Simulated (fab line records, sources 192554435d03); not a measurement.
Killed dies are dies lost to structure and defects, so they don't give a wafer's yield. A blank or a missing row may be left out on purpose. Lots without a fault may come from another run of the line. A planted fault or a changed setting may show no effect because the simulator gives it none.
fab line records | flow n5_finfet | part 2 of 2: steps 4 to 6 of 6
record lots=23 wafers=69 last_day=19
route steps=1938 shown BEOL_M2@877
lots that met no fault: from a run of the same line without faults
start_h: hours from the record's first day to the start of the lot's first wafer shown | wait_h: hours since the lot's step before | " the same as in the row above | L1.1+2: a row that stands for several wafers | - no value, or no start given | * or withheld: withheld | < > ~ a bound
route shown NAME@n: a module of which the file shows steps, and the number in the route of the first | usual: mean/standard deviation of fault-free wafers | same: alike in all rows | chamber/n: place in a boat | sites: the reading at each site | _std_site: their standard deviation | _edge_site: outer sites' mean less inner sites' | radius_mm: how far each site lies from the wafer's centre | mask NAME#n: copy n | behind: the tool/chamber that last shaped the wafer | hold: why the lot was held/for how many hours/how that ended | device: the transistor (n, p or np) that didn't switch | end of line: the same wafers' tests at the end of the route | a step without rows: its recipe alone | killed: dies lost to structure and defects at the first sort, not the wafer's yield | map: a wafer's dies, x killed, . not, _ none there
set.NAME: the setting as run; set.NAME@STEP: as run at that earlier step | model.NAME: the simulator's own value behind a step, which no gauge read
steps of the route over a sample of lots; a table a step, a row a wafer
services: from which hour (start_h, from the record's first day; less than 0 if before it) a tool's chamber was out of use, for how many hours, and why
## steps
# step N5_BEOL_M2_VIA_ETCH_34
# recipe chemistry=C4F6/O2 target_depth_a=694 mask_material=SOC pressure_mtorr=15 ion_energy_ev=250 taper_deg=4 time_s=65.9 source_w=350 bias_w=170 Ar_flow_sccm=300 C4F6_flow_sccm=10 O2_flow_sccm=10
# usual drypump_motor_current_A=5.6/0.31 oes_ar_750_au=0.77/0.062 oes_product_au=0.76/0.065 rf_vpp_V=667/13 showerhead_plenum_p_Torr=2.84/0.077 throttle_valve_pct=30.96/0.23
# columns lot.wafer tool chamber start_h wait_h drypump_motor_current_A oes_ar_750_au oes_product_au rf_hours_counter_h rf_vpp_V showerhead_plenum_p_Torr throttle_valve_pct
L075.2 rie_diel-06 0 149.61 0.0 5.2 0.74 0.71 191 654 2.94 31.14
L075.4 " 2 " " 5.1 0.71 0.71 - 670 2.96 30.95
L075.6 " 0 " " 5.2 0.73 0.72 - 654 2.94 31.12
L076.1 rie_diel-01 0 149.64 0.0 5.7 0.84 0.85 62 671 2.89 31.04
L076.4 " 3 " " 5.7 0.75 0.75 176 673 2.83 30.93
L076.6 " 3 " " 5.7 0.75 0.75 - 672 2.83 30.94
L077.1 rie_diel-02 1 149.68 0.0 5.2 0.76 0.77 135 656 2.85 30.78
L077.4 " 0 " " 6.1 0.78 0.78 143 653 2.75 30.57
L077.6 " 0 " " 6.2 0.78 0.78 - 654 2.75 30.56
L078.2 rie_diel-01 0 164.11 0.0 5.8 0.84 0.83 68 671 2.89 31.04
L078.4 " 3 " " 5.7 0.74 0.75 182 673 2.83 30.94
L078.6 " 0 " " 5.7 0.83 0.83 - 672 2.89 31.04
L079.2 rie_diel-01 2 176.19 0.0 5.6 0.81 0.79 98 656 2.86 30.84
L079.3 " 3 " " 5.7 0.74 0.74 186 673 2.83 30.95
L079.5 " 0 " " 5.7 0.82 0.83 - 671 2.89 31.04
L080.1 rie_diel-02 3 179.89 0.0 5.1 0.74 0.73 183 686 2.95 31.34
L080.3 " 0 " " 6.2 0.77 0.76 157 653 2.74 30.55
L080.5 " 1 " " 5.3 0.75 0.76 - 655 2.84 30.80
L081.1 rie_diel-01 3 189.38 0.0 5.7 0.74 0.74 191 672 2.82 30.96
L081.2 " 1 " " 5.7 0.90 0.90 31 680 2.89 30.66
L081.6 " 3 " " 5.7 0.74 0.74 - 672 2.82 30.95
L082.1 rie_diel-06 3 190.90 0.0 5.9 0.76 0.74 172 643 2.74 31.03
L082.4 " 3 " " 5.9 0.75 0.74 - 645 2.74 31.01
L082.5 " 2 " " 5.1 0.70 0.68 - 669 2.96 30.95
L083.2 rie_diel-02 0 201.99 0.0 6.1 0.76 0.76 164 653 2.74 30.57
L083.4 " 2 " " 5.3 0.71 0.70 207 683 2.71 31.26
L083.6 " 2 " " 5.3 0.71 0.71 - 683 2.71 31.26
L084.2 rie_diel-06 2 210.78 0.0 5.1 0.69 0.69 215 668 2.95 30.97
L084.5 " 0 " " 5.2 0.71 0.69 - 651 2.92 31.17
L084.6 " 3 " " 5.9 0.75 0.74 - 644 2.73 31.03
L085.2 rie_diel-01 2 216.08 0.0 5.6 0.79 0.78 110 656 2.85 30.87
L085.5 " 2 " " 5.6 0.79 0.79 - 654 2.85 30.86
L085.6 " 1 " " 5.8 0.88 0.88 - 680 2.89 30.65
L087.2 rie_diel-06 3 222.81 0.0 5.9 0.75 0.74 187 645 2.73 31.02
L087.3 " 1 " " 5.2 0.97 0.98 12 676 2.82 31.01
L087.6 " 3 " " 5.9 0.74 0.73 - 644 2.73 31.03
L086.1 rie_diel-01 1 226.31 0.0 5.7 0.87 0.88 44 678 2.89 30.66
L086.3 " 0 " " 5.7 0.81 0.80 88 671 2.88 31.06
L086.5 " 2 " " 5.7 0.79 0.78 - 656 2.85 30.88
L088.2 rie_diel-01 0 229.42 0.0 5.7 0.80 0.81 90 672 2.88 31.06
L088.3 " 3 " " 5.7 0.73 0.73 203 673 2.82 30.96
L088.4 " 1 " " 5.7 0.88 0.88 46 680 2.89 30.66
L089.1 rie_diel-02 2 234.22 0.0 5.3 0.69 0.70 218 684 2.70 31.28
L089.4 " 3 " " 5.1 0.72 0.72 201 686 2.94 31.34
L089.6 " 3 " " 5.1 0.72 0.73 - 686 2.94 31.35
L090.3 rie_diel-02 1 239.59 0.0 5.3 0.73 0.75 164 656 2.83 30.82
L090.4 " 2 " " 5.3 0.70 0.70 220 683 2.70 31.28
L090.6 " 1 " " 5.3 0.74 0.74 - 655 2.83 30.82
L091.2 rie_diel-02 1 247.37 0.0 5.2 0.74 0.74 167 657 2.83 30.82
L091.5 " 2 " " 5.3 0.69 0.70 - 683 2.70 31.28
L091.6 " 3 " " 5.1 0.72 0.73 - 685 2.94 31.36
L092.3 rie_diel-02 3 250.41 0.0 5.1 0.72 0.72 207 686 2.93 31.35
L092.5 " 1 " " 5.3 0.73 0.74 - 656 2.83 30.81
L092.6 " 2 " " 5.3 0.70 0.70 - 683 2.70 31.26
L093.2 rie_diel-02 0 257.60 0.0 6.1 0.75 0.75 183 654 2.73 30.61
L093.3 " 3 " " 5.1 0.72 0.72 209 686 2.93 31.37
L093.4 " 2 " " 5.3 0.70 0.70 226 683 2.70 31.28
L095.2 rie_diel-01 0 265.62 0.0 5.7 0.79 0.80 101 671 2.87 31.07
L095.5 " 3 " " 5.7 0.72 0.72 - 671 2.81 30.97
L095.6 " 2 " " 5.7 0.78 0.76 - 655 2.85 30.88
L094.3 rie_diel-01 0 274.93 0.0 5.7 0.79 0.79 104 672 2.87 31.07
L094.5 " 2 " " 5.7 0.78 0.76 - 655 2.84 30.87
L094.6 " 3 " " 5.7 0.72 0.72 - 671 2.81 30.97
L096.1 rie_diel-02 1 279.46 0.0 5.3 0.73 0.73 176 656 2.83 30.83
L096.2 " 3 " " 5.1 0.72 0.71 214 687 2.93 31.33
L096.5 " 1 " " 5.2 0.72 0.73 - 655 2.83 30.82
L097.3 rie_diel-01 0 287.18 0.0 5.7 0.79 0.78 108 671 2.87 31.08
L097.4 " 3 " " 5.7 0.71 0.71 223 672 2.81 30.97
L097.5 " 1 " " 5.7 0.85 0.84 - 680 2.88 30.67
# step N5_BEOL_M2_SPUTTER_48
# recipe material=Cu target_thk_a=45 temp_c=-20 chamber_pressure_pa=0.07 power_w=withheld time_s=8.29
# usual susceptor_temp_C=-20.00/0.1 throttle_valve_pct=29.6/1.2
# columns lot.wafer tool chamber start_h wait_h susceptor_temp_C throttle_valve_pct
L075.2 pvd_sputter-02 - 150.75 0.2 -20.04 29.7
L075.4 " - " " -20.10 29.3
L075.6 " - " " -20.10 29.3
L077.1 pvd_sputter-01 - 150.93 0.1 -20.13 30.3
L077.4 " - " " -20.02 26.9
L077.6 " - " " -19.96 29.9
L076.1 pvd_sputter-03 - 152.23 1.2 -20.00 28.4
L076.4 " - " " -19.94 30.1
L076.6 " - " " -20.01 30.2
L078.2 pvd_sputter-02 - 165.32 0.2 -20.22 31.7
L078.4 " - " " -19.92 29.3
L078.6 " - " " -20.08 31.7
L079.2 pvd_sputter-01 - 179.80 1.7 -19.94 26.8
L079.3 " - " " -20.17 30.1
L079.5 " - " " -20.05 26.9
L080.1 pvd_sputter-02 - 181.62 0.1 -19.92 29.6
L080.3 " - " " -19.92 29.1
L080.5 " - " " -19.96 29.4
L081.1 pvd_sputter-03 - 190.92 0.2 -19.96 28.5
L081.2 " - " " -19.90 30.2
L081.6 " - " " -19.83 28.3
L082.1 pvd_sputter-02 - 192.54 0.4 -20.23 29.3
L082.4 " - " " -19.91 29.5
L082.5 " - " " -19.99 29.4
L083.2 pvd_sputter-01 - 203.45 0.1 -20.08 27.0
L083.4 " - " " -19.97 30.2
L083.6 " - " " -20.00 30.0
L084.2 pvd_sputter-01 - 212.49 0.1 -19.91 30.4
L084.5 " - " " -19.97 29.9
L084.6 " - " " -19.86 26.8
L085.2 pvd_sputter-03 - 218.77 0.9 -20.05 28.4
L085.5 " - " " -20.02 29.2
L085.6 " - " " -20.10 30.3
L087.2 pvd_sputter-01 - 224.56 0.2 -19.90 30.1
L087.3 " - " " -20.05 30.1
L087.6 " - " " -19.98 30.0
L086.1 pvd_sputter-03 - 227.50 0.1 -20.22 31.1
L086.3 " - " " -19.90 28.9
L086.5 " - " " -20.19 30.7
L088.2 pvd_sputter-01 - 230.56 0.1 -19.91 30.3
L088.3 " - " " -19.90 26.9
L088.4 " - " " -20.02 29.9
L089.1 pvd_sputter-02 - 235.68 0.2 -19.88 31.8
L089.4 " - " " -19.87 29.8
L089.6 " - " " -19.84 29.5
L090.3 pvd_sputter-03 - 241.09 0.1 -20.09 30.2
L090.4 " - " " -20.06 29.1
L090.6 " - " " -20.08 30.1
L091.2 pvd_sputter-01 - 248.66 0.2 -19.90 29.8
L091.5 " - " " -19.97 29.9
L091.6 " - " " -19.88 27.1
L092.3 pvd_sputter-01 - 252.00 0.2 -19.97 27.1
L092.5 " - " " -19.95 30.0
L092.6 " - " " -19.91 30.1
L093.2 pvd_sputter-01 - 259.22 0.2 -19.95 29.7
L093.3 " - " " -20.08 30.0
L093.4 " - " " -20.16 30.3
L095.2 pvd_sputter-02 - 268.63 0.1 -19.75 29.5
L095.5 " - " " -19.87 29.2
L095.6 " - " " -20.07 29.3
L094.3 pvd_sputter-03 - 276.21 0.1 -20.03 28.9
L094.5 " - " " -19.85 30.3
L094.6 " - " " -20.11 31.1
L096.1 pvd_sputter-02 - 281.47 0.2 -20.05 29.8
L096.2 " - " " -20.02 29.8
L096.5 " - " " -20.02 29.6
L097.3 pvd_sputter-03 - 288.26 0.1 -20.17 29.3
L097.4 " - " " -19.79 30.3
L097.5 " - " " -19.88 31.4
# step N5_BEOL_M2_PRE_CLEAN_60
# recipe gas=NH3/H2 time_s=15 temp_c=* rf_power_w=300
# usual heater_power_outer_w=15/9.8 heater_power_w=85/26 susceptor_temp_C=*
# columns lot.wafer tool chamber start_h wait_h heater_power_outer_w heater_power_w susceptor_temp_C
L075.2 cvd_co-02 0 153.33 0.0 17 101 *
L075.4 " 2 " " 0 49 *
L075.6 " 0 " " 17 104 *
L077.1 cvd_co-02 2 153.83 0.0 0 51 *
L077.4 " 1 " " 12 74 *
L077.6 " 2 " " 0 50 *
L076.1 cvd_co-01 0 154.81 0.0 4 52 *
L076.4 " 2 " " 27 114 *
L076.6 " 0 " " 4 52 *
L078.2 cvd_co-02 1 167.91 0.0 13 74 *
L078.4 " 2 " " 0 50 *
L078.6 " 1 " " 13 75 *
L079.2 cvd_co-02 1 182.39 0.0 13 75 *
L079.3 " 0 " " 17 104 *
L079.5 " 0 " " 18 105 *
L080.1 cvd_co-02 0 184.21 0.0 18 105 *
L080.3 " 2 " " 0 49 *
L080.5 " 2 " " 0 50 *
L082.1 cvd_co-02 1 195.13 0.0 12 73 *
L082.4 " 0 " " 18 105 *
L082.5 " 2 " " 0 50 *
L081.1 cvd_co-01 0 200.75 0.0 4 52 *
L081.2 " 1 " " 24 108 *
L081.6 " 1 " " 25 108 *
L083.2 cvd_co-02 1 206.20 0.0 13 73 *
L083.4 " 1 " " 13 72 *
L083.6 " 2 " " 0 50 *
L084.2 cvd_co-01 0 215.08 0.0 4 54 *
L084.5 " 1 " " 25 112 *
L084.6 " 2 " " 26 111 *
L085.2 cvd_co-01 2 221.36 0.0 27 112 *
L085.5 " 0 " " 4 54 *
L085.6 " 2 " " 27 114 *
L087.2 cvd_co-01 1 227.39 0.2 24 109 *
L087.3 " 0 " " 5 54 *
L087.6 " 0 " " 4 53 *
L086.1 cvd_co-02 0 230.54 0.0 18 107 *
L086.3 " 2 " " 1 51 *
L086.5 " 1 " " 13 77 *
L088.2 cvd_co-02 2 233.53 0.0 1 51 *
L088.3 " 1 " " 13 73 *
L088.4 " 0 " " 18 104 *
L089.1 cvd_co-01 1 238.27 0.0 25 108 *
L089.4 " 0 " " 4 54 *
L089.6 " 1 " " 25 107 *
L090.3 cvd_co-01 2 243.67 0.0 26 112 *
L090.4 " 1 " " 24 111 *
L090.6 " 0 " " 5 55 *
L091.2 cvd_co-01 0 251.25 0.0 5 54 *
L091.5 " 1 " " 24 108 *
L091.6 " 0 " " 5 53 *
L092.3 cvd_co-01 0 254.60 0.0 5 53 *
L092.5 " 2 " " 26 115 *
L092.6 " 0 " " 5 54 *
L093.2 cvd_co-02 1 262.09 0.0 13 74 *
L093.3 " 2 " " 1 52 *
L093.4 " 1 " " 13 73 *
L095.2 cvd_co-01 0 271.22 0.0 5 54 *
L095.5 " 0 " " 5 54 *
L095.6 " 1 " " 24 111 *
L094.3 cvd_co-01 2 278.80 0.0 27 113 *
L094.5 " 1 " " 24 108 *
L094.6 " 0 " " 5 55 *
L096.1 cvd_co-01 2 284.30 0.0 26 117 *
L096.2 " 1 " " 24 107 *
L096.5 " 2 " " 27 112 *
L097.3 cvd_co-01 1 317.18 0.1 25 107 *
L097.4 " 1 " " 24 109 *
L097.5 " 2 " " 27 116 *
## services
# columns tool chamber start_h hours kind
rie_diel-06 1 144.17 - clean
rie_diel-06 1 144.17 - consumable_replace:focus_ring
rie_diel-06 1 144.17 14.5 scheduled_down
rie_diel-06 1 144.17 14.5 vent_cycle
cvd_co-01 - 167.86 6.9 pm
rie_diel-02 2 173.19 5.9 repair
rie_diel-06 1 176.21 35.1 repair
rie_diel-02 - 182.74 0.5 repair
rie_diel-02 2 192.53 6.0 repair
cvd_co-02 - 210.13 0.5 repair
rie_diel-06 2 229.79 1.7 repair
cvd_co-01 1 294.59 7.7 repair
rie_diel-02 2 312.22 9.2 repair
